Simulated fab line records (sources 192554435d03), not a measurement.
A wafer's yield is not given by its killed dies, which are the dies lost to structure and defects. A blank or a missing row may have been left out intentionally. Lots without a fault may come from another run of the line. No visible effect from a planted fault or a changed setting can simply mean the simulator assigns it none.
The same fault as seen by 2 desks ; flow n5Finfet ; only its own numbers are on each desk; what lay behind them is given at the end

## FROM THE METROLOGY DESK
What the gauges read for every lot (on any tool): the sampled wafers with a number, averaged. The brackets show how far a lot's mean lies from the usual mean; more than 4 standard deviations puts the lot out of limits, marked OUT.
Columns: A = M11_THK at N5_BEOL_M11_THK_MEAS_53, usual 137.8 nm; B = M11_RS at N5_BEOL_M11_RS_MEAS_57, usual 0.1515 ohm/sq
lot;first seen here;A;B
L302;day 13 09:45;138.1;0.1500
L304;day 13 19:04;138.6;0.1514
L309;day 16 18:08;137.5;0.1524
L311;day 17 06:34;136.2;0.1526
L323;day 19 07:28;141.2;0.1471
L320;day 20 08:22;139.5;0.1503
This desk's finding: nothing out of limits on any of the 6 lots.

## FOR THE TOOL OWNER'S DESK: pecvd-01
The tool's own readings at N5_BEOL_M11_DEP_56 (deposits SiCN from 3MS/NH3, target thk 30 nm, time 10.5 s): means of the sampled wafers that have a number, for each lot that ran on this tool. The brackets show how far a lot's mean lies from the usual mean; more than 4 standard deviations puts the lot out of limits, marked OUT.
Columns: A = showerheadPlenumPTorr at N5_BEOL_M11_DEP_56, usual 4.155 Torr; B = showerheadVppV at N5_BEOL_M11_DEP_56, usual 1579 V; C = throttleValvePct at N5_BEOL_M11_DEP_56, usual 18.1 %
lot;first seen here;A;B;C
L304;day 13 19:08;4.166;1568;18.4
L309;day 16 18:13;4.181;1538;17.6
L311;day 17 06:37;4.180;1526;17.7
This desk's finding: nothing out of limits on any of the 3 lots.

## ALL TOGETHER
At the metrology desk, nothing out of limits was observed.
The tool owner's desk saw nothing out of limits.

## WHAT WAS PUT IN BY THE SIMULATOR
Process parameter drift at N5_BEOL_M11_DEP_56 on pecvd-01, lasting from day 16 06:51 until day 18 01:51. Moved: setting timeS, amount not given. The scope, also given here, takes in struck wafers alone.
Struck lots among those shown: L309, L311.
